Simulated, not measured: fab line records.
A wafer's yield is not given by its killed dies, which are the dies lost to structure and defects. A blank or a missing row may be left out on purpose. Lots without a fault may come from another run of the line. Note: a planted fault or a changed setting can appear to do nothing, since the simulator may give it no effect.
fab line records	flow nand_harc	part 1 of 2: steps 1 to 27 of 38
record: lots: 5	wafers: 15	last_day: 23
route steps=1159 shown A_BLC@985 A_M0@994
lots with no fault: from the same line, run without faults
start_h: the number of hours between the record's first day and the start of the first shown wafer of the lot	wait_h: how many hours have passed since the lot's step before this one	" unchanged from the row above	L1.1+2: a single row standing in for several wafers	- no value, or no start given	* or withheld: withheld	< > ~ a bound
route shown NAME@n: NAME is a module with steps in the file, n the number in the route of the first one	usual: mean and standard deviation over wafers with no fault	same: alike in all rows	chamber/n: place in a boat	sites: the reading at each site	_std_site: the standard deviation of these	_edge_site: the outer-site mean with the inner-site mean subtracted	radius_mm: for every site, how far away it sits from the centre of the wafer	mask NAME#n: copy n	behind: the most recent tool/chamber to have shaped the wafer	hold: cause of the lot's hold/its duration in hours/its outcome	device: which transistor (n, p or np) failed to switch	end of line: tests run on the same wafers once the route is complete	where a step has no rows: the recipe by itself	killed: not the wafer's yield, but the dies lost to structure and defects at the first sort	map: shows each die of a wafer: x if killed, . if not, _ if none is there
set.NAME: the setting the step ran with; set.NAME@STEP: the setting that earlier step ran with	model.NAME: the simulator's own value behind a step, which no gauge read
lots seen at some steps along the route; tables by step, rows by wafer
services: the hour from which a tool's chamber was out of use, counted from the record's first day as start_h (under 0 if before that day), plus the number of hours and why
== steps ==
step: NHARC_A_BLC_DEGAS_30
recipe: temp_c: 300	time_s: 60
usual: heater_power_w: 471/51
lot.wafer	tool	chamber	start_h	wait_h	heater_power_w
L075.1	pvd_sputter-02	-	410.48	-	491
L075.2	"	-	"	"	414
L075.3	"	-	"	"	499
L083.1	pvd_sputter-03	-	448.84	-	538
L083.2	"	-	"	"	462
L083.6	"	-	"	"	412
L082.3	pvd_sputter-01	-	451.13	-	526
L082.1	"	-	"	"	446
L082.5	"	-	"	"	512
L088.3	pvd_sputter-02	-	466.65	-	508
L088.2	"	-	"	"	402
L088.6	"	-	"	"	484
L093.4	pvd_sputter-02	-	498.15	-	496
L093.1	"	-	"	"	508
L093.5	"	-	"	"	493
step: NHARC_A_BLC_PRE_CLEAN_31
recipe: time_s: 15	bias_v: 250	gas: Ar
lot.wafer	tool	chamber	start_h	wait_h
L075.1+3+2	pvd_sputter-02	-	-	-
L083.1+2+6	pvd_sputter-03	-	-	-
L082.1+3+5	pvd_sputter-01	-	-	-
L088.2+3+6	pvd_sputter-02	-	-	-
L093.4+1+5	pvd_sputter-02	-	-	-
step: NHARC_A_BLC_PVD_32
recipe: target_thk_a: 50	chamber_pressure_pa: 5	power_w: 5000	substrate_temp_c: 200	time_s: 17.7	material: Ti
usual: throttle_valve_pct: 30.1/1.2
lot.wafer	tool	chamber	start_h	wait_h	throttle_valve_pct
L075.1	pvd_sputter-02	-	-	-	28.0
L075.3	"	-	"	"	31.3
L075.2	"	-	"	"	30.2
L083.1	pvd_sputter-03	-	-	-	31.8
L083.2	"	-	"	"	30.7
L083.6	"	-	"	"	31.9
L082.1	pvd_sputter-01	-	-	-	28.0
L082.3	"	-	"	"	30.6
L082.5	"	-	"	"	30.4
L088.3	pvd_sputter-02	-	-	-	31.3
L088.2	"	-	"	"	30.4
L088.6	"	-	"	"	29.0
L093.1	pvd_sputter-02	-	-	-	30.4
L093.4	"	-	"	"	28.0
L093.5	"	-	"	"	30.3
step: NHARC_A_BLC_ALD_23
recipe: target_thk_a: 30	pulse_time_s: 1	ald_cycles: 150	temp_c: 450	material: TiN
usual: heater_power_outer_w: 709/69	heater_power_w: 1105/88	precursor_pulse_height_rel: 0.998/0.02
lot.wafer	tool	chamber	start_h	wait_h	heater_power_outer_w	heater_power_w	precursor_pulse_height_rel
L075.2	ald_metal-02	1	410.74	-	751	1156	1.007
L075.3	"	2	"	"	761	1154	1.009
L075.1	"	3	"	"	690	1028	0.974
L083.1	ald_metal-02	0	449.13	-	720	1181	1.027
L083.2	"	1	"	"	747	1126	1.007
L083.6	"	3	"	"	685	1034	1.004
L082.1	ald_metal-04	1	451.40	-	615	1035	1.016
L082.3	"	2	"	"	672	1044	0.981
L082.5	"	0	"	"	853	1235	0.972
L088.2	ald_metal-04	1	466.92	-	618	1035	1.012
L088.3	"	3	"	"	697	1001	0.981
L088.6	"	1	"	"	617	1039	0.997
L093.1	ald_metal-04	0	498.42	-	853	1234	0.994
L093.4	"	1	"	"	618	1054	1.004
L093.5	"	3	"	"	676	1002	0.988
step: NHARC_A_BLC_CVD_24
recipe: target_thk_a: 1500	temp_c: 300	pressure_torr: 40	wf6_flow_sccm: 40	h2_flow_sccm: 1600	ar_flow_sccm: 1560	time_s: 434	material: W
usual: heater_power_outer_w: 262/14	heater_power_w: 460/12	throttle_valve_pct: 7.88/0.28
lot.wafer	tool	chamber	start_h	wait_h	heater_power_outer_w	heater_power_w	throttle_valve_pct
L075.1	cvd_w-02	0	-	-	276	451	7.71
L075.2	"	1	"	"	242	435	8.14
L075.3	"	0	"	"	265	460	7.39
L083.1	cvd_w-02	0	-	-	277	457	7.89
L083.2	"	1	"	"	244	449	7.70
L083.6	"	1	"	"	242	453	7.96
L082.1	cvd_w-02	0	-	-	275	464	7.67
L082.3	"	1	"	"	245	456	7.83
L082.5	"	0	"	"	276	455	7.68
L088.2	cvd_w-01	1	-	-	271	471	8.12
L088.3	"	0	"	"	254	469	8.19
L088.6	"	0	"	"	249	468	8.15
L093.1	cvd_w-01	0	-	-	257	474	8.17
L093.4	"	1	"	"	279	467	7.58
L093.5	"	0	"	"	254	484	8.07
step: NHARC_A_BLC_CMP_25
recipe: t_overpolish_s: 30	target_thk_nm: 150
usual: motor_current_A: 12.1/1	overpolish_run_s: 29.999/0.0086	time_to_endpoint_s: 30.7/2
lot.wafer	tool	chamber	start_h	wait_h	motor_current_A	overpolish_run_s	time_to_endpoint_s
L075.1	cmp-03	2	411.45	0.5	10.6	29.986	31.5
L075.2	"	3	"	"	12.9	30.009	30.5
L075.3	"	1	"	"	13.4	30.007	29.2
L083.2	cmp-03	2	449.97	0.4	10.7	29.983	30.8
L083.1	"	0	"	"	12.9	30.010	29.1
L083.6	"	1	"	"	13.0	30.004	32.1
L082.3	cmp-02	1	452.11	0.2	13.1	29.988	30.4
L082.1	"	3	"	"	13.6	30.008	27.6
L082.5	"	1	"	"	12.6	29.992	31.1
L088.3	cmp-02	1	467.63	0.2	13.0	30.007	31.8
L088.2	"	3	"	"	13.3	29.993	32.7
L088.6	"	1	"	"	12.3	29.999	32.7
L093.4	cmp-02	3	503.79	0.3	13.1	29.999	30.3
L093.1	"	2	"	"	12.1	29.994	27.8
L093.5	"	0	"	"	12.1	29.996	28.2
step: NHARC_A_BLC_SRD_27
lot.wafer	tool	chamber	start_h	wait_h
L075.2+3+1	wet_bench-04	1,2,3	411.77	0.0
L083.1+2+6	wet_bench-06	7,0,2	450.28	0.0
L082.3+5+1	wet_bench-04	0,2,3	452.43	0.0
L088.2+3+6	wet_bench-06	0,2,4	467.96	0.0
L093.1+4+5	wet_bench-09	4,6,0	504.11	0.0
step: NHARC_A_BLC_INSPECT_28
usual: raw_defect_count: 423/110
lot.wafer	tool	chamber	start_h	wait_h	raw_defect_count
L075.1	defect_inspect-01	-	411.85	0.1	395
L075.2	"	-	"	"	521
L075.3	"	-	"	"	504
L083.1	defect_inspect-01	-	450.36	0.1	718
L083.2	"	-	"	"	544
L083.6	"	-	"	"	522
L082.1	defect_inspect-01	-	452.51	0.1	360
L082.3	"	-	"	"	434
L082.5	"	-	"	"	388
L088.2	defect_inspect-02	-	468.04	0.1	321
L088.3	"	-	"	"	221
L088.6	"	-	"	"	390
L093.1	defect_inspect-01	-	504.20	0.1	566
L093.4	"	-	"	"	425
L093.5	"	-	"	"	497
step: NHARC_A_M0_DEP_00
recipe: target_thk_a: 1500	target_thk_nm: 150	temp_c: withheld	pressure_torr: 5	flow_sccm: 200	rf_w: 600	material: SiOC
lot.wafer	tool	chamber	start_h	wait_h
L075.1+3+2	pecvd-02	0,1,2	411.92	0.1
L083.1+2+6	pecvd-01	2,1,1	450.43	0.1
L082.1+3+5	pecvd-01	1,2,0	452.62	0.1
L088.2+3+6	pecvd-02	0,2,0	468.11	0.1
L093.1+5+4	pecvd-03	2,2,1	504.26	0.1
step: NHARC_A_M0_DEHYDRATE_01
recipe: temp_c: 150	time_s: 120
lot.wafer	tool	chamber	start_h	wait_h
L075.1+2+3	litho_track-06	0	412.33	-
L083.1+2+6	litho_track-06	0	450.83	-
L082.1+3+5	litho_track-01	0	452.99	-
L088.2+3+6	litho_track-01	0	468.51	-
L093.1+4+5	litho_track-06	0	504.67	-
step: NHARC_A_M0_HMDS_02
recipe: time_s: 30
lot.wafer	tool	chamber	start_h	wait_h
L075.1+2+3	litho_track-06	0	-	-
L083.1+2+6	litho_track-06	0	-	-
L082.1+3+5	litho_track-01	0	-	-
L088.2+3+6	litho_track-01	0	-	-
L093.1+4+5	litho_track-06	0	-	-
step: NHARC_A_M0_COAT_33
recipe: temp_c: 200	time_s: 65
lot.wafer	tool	chamber	start_h	wait_h
L075.1+2+3	litho_track-06	0	-	-
L083.1+2+6	litho_track-06	0	-	-
L082.1+3+5	litho_track-01	0	-	-
L088.2+3+6	litho_track-01	0	-	-
L093.1+4+5	litho_track-06	0	-	-
step: NHARC_A_M0_COAT_03
recipe: spin_rpm: 1500	resist_thk_nm: 90
usual: spin_speed_rpm: 1500.0/0.85
lot.wafer	tool	chamber	start_h	wait_h	spin_speed_rpm
L075.1	litho_track-06	0	-	-	1500.1
L075.2	"	0	"	"	1500.3
L075.3	"	0	"	"	1499.8
L083.1	litho_track-06	0	-	-	1501.4
L083.2	"	0	"	"	1500.1
L083.6	"	0	"	"	1500.3
L082.1	litho_track-01	0	-	-	1499.1
L082.3	"	0	"	"	1501.1
L082.5	"	0	"	"	1500.5
L088.2	litho_track-01	0	-	-	1498.5
L088.3	"	0	"	"	1499.9
L088.6	"	0	"	"	1500.7
L093.1	litho_track-06	0	-	-	1499.8
L093.4	"	0	"	"	1500.5
L093.5	"	0	"	"	1500.2
step: NHARC_A_M0_SOFTBAKE_04
recipe: temp_c: 105	time_s: 55
lot.wafer	tool	chamber	start_h	wait_h
L075.1+2+3	litho_track-06	0	-	-
L083.1+2+6	litho_track-06	0	-	-
L082.1+3+5	litho_track-01	0	-	-
L088.2+3+6	litho_track-01	0	-	-
L093.1+4+5	litho_track-06	0	-	-
step: NHARC_A_M0_EBR_05
lot.wafer	tool	chamber	start_h	wait_h
L075.1+2+3	litho_track-06	0	-	-
L083.1+2+6	litho_track-06	0	-	-
L082.1+3+5	litho_track-01	0	-	-
L088.2+3+6	litho_track-01	0	-	-
L093.1+4+5	litho_track-06	0	-	-
step: NHARC_A_M0_EXPOSE_06
recipe: na: 1.35	target_cd_nm: 80	dose_mj: 83.25	mask_id: A_M0
lot.wafer	tool	chamber	start_h	wait_h	mask
L075.1+2+3	arfi_scanner-02	0	412.62	-	A_M0#0
L083.1+2+6	arfi_scanner-01	0	451.00	-	A_M0#0
L082.1+3+5	arfi_scanner-03	0	453.27	-	A_M0#0
L088.2+3+6	arfi_scanner-01	0	468.80	-	A_M0#0
L093.1+4+5	arfi_scanner-02	0	504.96	-	A_M0#0
step: NHARC_A_M0_PEB_07
recipe: peb_temp_c: 100	peb_time_s: 65
lot.wafer	tool	chamber	start_h	wait_h
L075.1+2+3	litho_track-01	0	412.68	0.1
L083.1+2+6	litho_track-01	0	451.05	0.1
L082.1+3+5	litho_track-04	0	453.34	0.1
L088.2+3+6	litho_track-04	0	468.86	0.1
L093.1+4+5	litho_track-04	0	505.02	0.1
step: NHARC_A_M0_DEVELOP_08
recipe: develop_time_s: 35	dev_temp_c: 23
lot.wafer	tool	chamber	start_h	wait_h
L075.1+2+3	litho_track-01	0	-	-
L083.1+2+6	litho_track-01	0	-	-
L082.1+3+5	litho_track-04	0	-	-
L088.2+3+6	litho_track-04	0	-	-
L093.1+4+5	litho_track-04	0	-	-
step: NHARC_A_M0_CD_MEAS_09
recipe: target_cd_nm: 80	landing_energy_ev: 500
usual: cd_nm: 80.0/0.48
lot.wafer	tool	chamber	start_h	wait_h	cd_nm
L075.1	cd_sem-02	0	412.76	-	80.3
L075.2	"	0	"	"	79.8
L075.3	"	0	"	"	80.5
L083.1	cd_sem-03	0	451.13	-	80.1
L083.2	"	0	"	"	79.3
L083.6	"	0	"	"	79.6
L082.1	cd_sem-02	0	453.41	-	80.8
L082.3	"	0	"	"	80.7
L082.5	"	0	"	"	80.0
L088.2	cd_sem-02	0	468.94	-	79.7
L088.3	"	0	"	"	80.0
L088.6	"	0	"	"	80.3
L093.1	cd_sem-01	0	505.10	-	80.9
L093.4	"	0	"	"	80.6
L093.5	"	0	"	"	80.1
step: NHARC_A_M0_OVL_MEAS_10
recipe: pitch_nm: 160
usual: overlay_x_nm: -0.1/0.81	overlay_y_nm: 0.0/0.75
lot.wafer	tool	chamber	start_h	wait_h	overlay_x_nm	overlay_y_nm
L075.1	overlay-02	-	412.85	-	0.1	1.0
L075.2	"	-	"	"	0.0	0.9
L075.3	"	-	"	"	-0.3	1.0
L083.1	overlay-01	-	451.22	-	0.0	0.4
L083.2	"	-	"	"	-0.2	0.8
L083.6	"	-	"	"	0.5	0.5
L082.1	overlay-02	-	453.50	-	-0.2	-0.3
L082.3	"	-	"	"	-0.4	-0.8
L082.5	"	-	"	"	0.1	-0.8
L088.2	overlay-02	-	469.04	-	0.9	0.7
L088.3	"	-	"	"	0.4	0.8
L088.6	"	-	"	"	0.0	0.6
L093.1	overlay-01	-	505.19	-	-1.1	-0.2
L093.4	"	-	"	"	-1.0	-0.5
L093.5	"	-	"	"	-1.1	-0.7
step: NHARC_A_M0_INSPECT_11
usual: raw_defect_count: 30/15
lot.wafer	tool	chamber	start_h	wait_h	raw_defect_count
L075.1	defect_inspect-01	-	412.89	0.0	24
L075.2	"	-	"	"	42
L075.3	"	-	"	"	37
L083.1	defect_inspect-01	-	451.26	0.0	32
L083.2	"	-	"	"	17
L083.6	"	-	"	"	28
L082.1	defect_inspect-01	-	453.54	0.0	46
L082.3	"	-	"	"	54
L082.5	"	-	"	"	38
L088.2	defect_inspect-01	-	469.07	0.0	14
L088.3	"	-	"	"	9
L088.6	"	-	"	"	12
L093.1	defect_inspect-01	-	505.23	0.0	15
L093.4	"	-	"	"	17
L093.5	"	-	"	"	12
step: NHARC_A_M0_DESCUM_14
recipe: time_s: 3	o2_flow_sccm: 200	ar_flow_sccm: 0	bias_power_w: 0	chemistry: O2
usual: chamber_pressure_mTorr: 60.00/0.053	drypump_motor_current_A: 5.6/0.44	oes_product_au: 1.000/0.0076	rf_vpp_V: 57.8/0.86	showerhead_plenum_p_Torr: 1.92/0.077	throttle_valve_pct: 11.311/0.0078
same: bias_power_w: 0
lot.wafer	tool	chamber	start_h	wait_h	chamber_pressure_mTorr	drypump_motor_current_A	oes_product_au	rf_hours_counter_h	rf_vpp_V	showerhead_plenum_p_Torr	throttle_valve_pct
L075.3	rie_diel-03	3	412.95	0.1	59.98	5.9	1.008	0	57.1	1.86	11.312
L075.1	"	1	"	"	60.01	5.4	0.996	0	56.7	1.80	11.318
L075.2	"	2	"	"	59.90	6.1	1.008	0	56.3	1.77	11.312
L083.1	rie_diel-05	1	451.33	0.1	60.01	5.1	0.991	6	57.6	1.80	11.327
L083.2	"	3	"	"	60.02	6.1	0.987	7	57.2	1.92	11.317
L083.6	"	1	"	"	60.06	5.1	0.988	-	58.2	1.80	11.316
L082.1	rie_diel-10	3	453.62	0.1	60.07	5.6	1.008	6	59.4	2.01	11.313
L082.3	"	0	"	"	59.93	5.3	0.992	7	58.6	1.92	11.315
L082.5	"	1	"	"	59.97	5.7	0.996	-	58.7	1.93	11.305
L088.3	rie_diel-10	1	469.14	0.1	60.12	5.7	1.003	7	59.9	1.93	11.311
L088.2	"	3	"	"	59.99	5.6	1.004	8	56.9	2.01	11.312
L088.6	"	1	"	"	59.93	5.7	1.001	-	58.3	1.93	11.317
L093.1	rie_diel-10	2	505.30	0.1	59.95	5.2	0.991	11	59.1	1.98	11.321
L093.4	"	3	"	"	59.99	5.6	1.007	10	57.5	2.01	11.304
L093.5	"	1	"	"	59.96	5.7	0.998	-	58.3	1.93	11.315
step: NHARC_A_M0_ETCH_34
recipe: target_depth_a: 400	overetch_a: 120	time_s: 43.94	ion_energy_ev: 200	n2_flow_sccm: 150	h2_flow_sccm: 150	ar_flow_sccm: 0	rf_w: 400	bias_w: 150	chemistry: N2/H2
usual: chamber_pressure_mTorr: 29.999/0.028	drypump_motor_current_A: 5.6/0.43	n2_flow_sccm: 150.1/0.46	oes_product_au: 1.000/0.0067	rf_vpp_V: 430.5/2.4	showerhead_plenum_p_Torr: 2.04/0.084	throttle_valve_pct: 14.171/0.0089
lot.wafer	tool	chamber	start_h	wait_h	chamber_pressure_mTorr	drypump_motor_current_A	n2_flow_sccm	oes_product_au	rf_hours_counter_h	rf_vpp_V	showerhead_plenum_p_Torr	throttle_valve_pct
L075.3	rie_diel-03	2	413.04	0.1	29.985	6.2	150.3	1.005	0	425.8	1.89	14.171
L075.1	"	3	"	"	29.968	5.9	149.5	1.020	0	428.9	1.99	14.163
L075.2	"	0	"	"	30.073	5.8	149.9	1.001	0	428.0	1.96	14.181
L083.1	rie_diel-05	1	451.42	0.1	30.020	5.1	149.9	1.002	7	426.2	1.91	14.178
L083.2	"	2	"	"	29.987	6.6	150.1	1.001	6	433.5	2.13	14.170
L083.6	"	0	"	"	29.984	4.9	150.5	0.990	-	427.0	1.94	14.152
L082.1	rie_diel-10	0	453.70	0.1	30.021	5.3	150.5	1.000	7	431.5	2.05	14.192
L082.3	"	1	"	"	29.957	5.7	150.0	0.988	4	429.1	2.06	14.174
L082.5	"	3	"	"	29.909	5.6	150.4	0.997	-	432.5	2.15	14.167
L088.3	rie_diel-10	0	469.23	0.1	29.972	5.3	150.0	0.998	9	430.9	2.05	14.174
L088.2	"	1	"	"	29.989	5.7	149.9	0.999	7	431.1	2.06	14.173
L088.6	"	3	"	"	29.970	5.6	149.7	0.994	-	433.9	2.15	14.175
L093.1	rie_diel-10	1	505.38	0.1	30.049	5.7	150.6	0.996	9	431.2	2.06	14.185
L093.4	"	3	"	"	30.015	5.7	150.2	1.008	10	432.8	2.14	14.151
L093.5	"	1	"	"	30.013	5.7	150.6	0.992	-	430.4	2.06	14.170
step: NHARC_A_M0_ETCH_15
recipe: target_depth_a: 1500	overetch_a: 150	time_s: 82.5	c4f8_flow_sccm: withheld	ar_flow_sccm: 400	rf_w: 600	bias_w: 300	chemistry: C4F8/Ar
usual: chamber_pressure_mTorr: 25.001/0.023	oes_product_au: 0.951/0.022	rf_vpp_V: 440.7/2.5
lot.wafer	tool	chamber	start_h	wait_h	chamber_pressure_mTorr	oes_product_au	rf_hours_counter_h	rf_vpp_V
L075.2	rie_diel-03	2	-	-	25.000	0.980	0	436.7
L075.1	"	0	"	"	24.999	0.956	0	437.6
L075.3	"	1	"	"	24.978	0.977	0	437.1
L083.2	rie_diel-05	1	-	-	25.008	0.924	7	437.7
L083.1	"	2	"	"	25.049	0.924	6	443.9
L083.6	"	2	"	"	24.973	0.920	-	443.3
L082.1	rie_diel-10	3	-	-	25.033	0.990	6	443.7
L082.3	"	1	"	"	25.046	0.964	4	442.5
L082.5	"	0	"	"	24.986	0.991	-	440.7
L088.2	rie_diel-10	0	-	-	24.966	0.932	9	440.4
L088.3	"	2	"	"	25.001	0.932	9	442.6
L088.6	"	0	"	"	24.978	0.931	-	441.7
L093.4	rie_diel-10	2	-	-	24.998	0.922	11	443.7
L093.1	"	0	"	"	24.958	0.916	11	440.9
L093.5	"	2	"	"	24.962	0.926	-	444.0
step: NHARC_A_M0_CD_MEAS_16
usual: cd_nm: 79.9/0.63
lot.wafer	tool	chamber	start_h	wait_h	cd_nm
L075.1	cd_sem-03	-	413.24	-	79.3
L075.2	"	-	"	"	79.9
L075.3	"	-	"	"	79.6
L083.1	cd_sem-03	-	451.62	-	79.5
L083.2	"	-	"	"	79.6
L083.6	"	-	"	"	79.0
L082.1	cd_sem-03	-	453.94	-	80.7
L082.3	"	-	"	"	80.2
L082.5	"	-	"	"	79.9
L088.2	cd_sem-03	-	469.44	-	80.7
L088.3	"	-	"	"	81.1
L088.6	"	-	"	"	80.4
L093.1	cd_sem-03	-	505.59	-	80.6
L093.4	"	-	"	"	80.2
L093.5	"	-	"	"	80.4
step: NHARC_A_M0_STRIP_18
recipe: power_w: 1000	n2_flow_sccm: 150	h2_flow_sccm: 150	ar_flow_sccm: 0	bias_w: 0	chemistry: N2/H2
usual: chamber_pressure_mTorr: 30.00/0.03	drypump_motor_current_A: 5.7/0.52	n2_flow_sccm: 150.0/0.42	oes_product_au: 1.000/0.0067	rf_vpp_V: 90.4/1	showerhead_plenum_p_Torr: 2.01/0.087	throttle_valve_pct: 14.172/0.0089
lot.wafer	tool	chamber	start_h	wait_h	chamber_pressure_mTorr	drypump_motor_current_A	n2_flow_sccm	oes_product_au	rf_hours_counter_h	rf_vpp_V	showerhead_plenum_p_Torr	throttle_valve_pct
L075.1	rie_diel-05	3	413.32	0.1	29.97	6.1	149.9	0.990	4	91.7	2.05	14.173
L075.3	"	0	"	"	30.00	4.9	149.3	0.993	3	88.9	1.94	14.174
L075.2	"	1	"	"	29.95	5.1	149.9	0.999	4	90.4	1.91	14.170
L083.2	rie_diel-05	1	451.69	0.1	29.97	5.1	150.5	1.007	7	88.8	1.91	14.157
L083.1	"	3	"	"	30.00	6.1	149.7	0.992	7	89.0	2.05	14.180
L083.6	"	1	"	"	29.96	5.1	149.7	1.002	-	89.9	1.91	14.164
L082.1	rie_diel-05	2	454.04	0.1	29.98	6.6	149.6	0.994	6	89.7	2.13	14.170
L082.3	"	0	"	"	29.99	4.9	149.2	0.995	6	89.8	1.94	14.178
L082.5	"	1	"	"	30.02	5.1	150.7	1.000	-	88.4	1.91	14.179
L088.3	rie_diel-05	2	469.52	0.1	29.97	6.6	149.7	1.002	7	92.0	2.13	14.160
L088.2	"	3	"	"	30.02	6.1	150.2	1.002	8	89.9	2.05	14.182
L088.6	"	3	"	"	30.02	6.1	150.2	0.990	-	91.0	2.05	14.170
L093.1	rie_diel-05	0	505.69	0.1	30.00	4.9	149.4	0.990	10	89.6	1.93	14.182
L093.4	"	1	"	"	30.04	5.1	150.4	0.999	11	90.3	1.91	14.184
L093.5	"	3	"	"	30.04	6.1	149.8	0.999	-	90.9	2.05	14.159
step: NHARC_A_M0_STRIP_19
recipe: time_s: 600	temp_c: 30	chemistry: post_etch_residue_remover
usual: temp_c: 30.00/0.1
lot.wafer	tool	chamber	start_h	wait_h	temp_c
L075.1	wet_bench-03	0	413.60	-	30.04
L075.2	"	3	"	"	30.14
L075.3	"	4	"	"	30.11
L083.1	wet_bench-05	7	451.98	-	30.15
L083.6	"	0	"	"	29.87
L083.2	"	1	"	"	30.05
L082.1	wet_bench-03	0	454.30	-	29.94
L082.5	"	1	"	"	29.95
L082.3	"	4	"	"	29.77
L088.2	wet_bench-05	7	469.81	-	30.07
L088.3	"	1	"	"	29.93
L088.6	"	3	"	"	29.93
L093.4	wet_bench-05	6	505.94	-	30.03
L093.1	"	1	"	"	29.98
L093.5	"	2	"	"	29.96
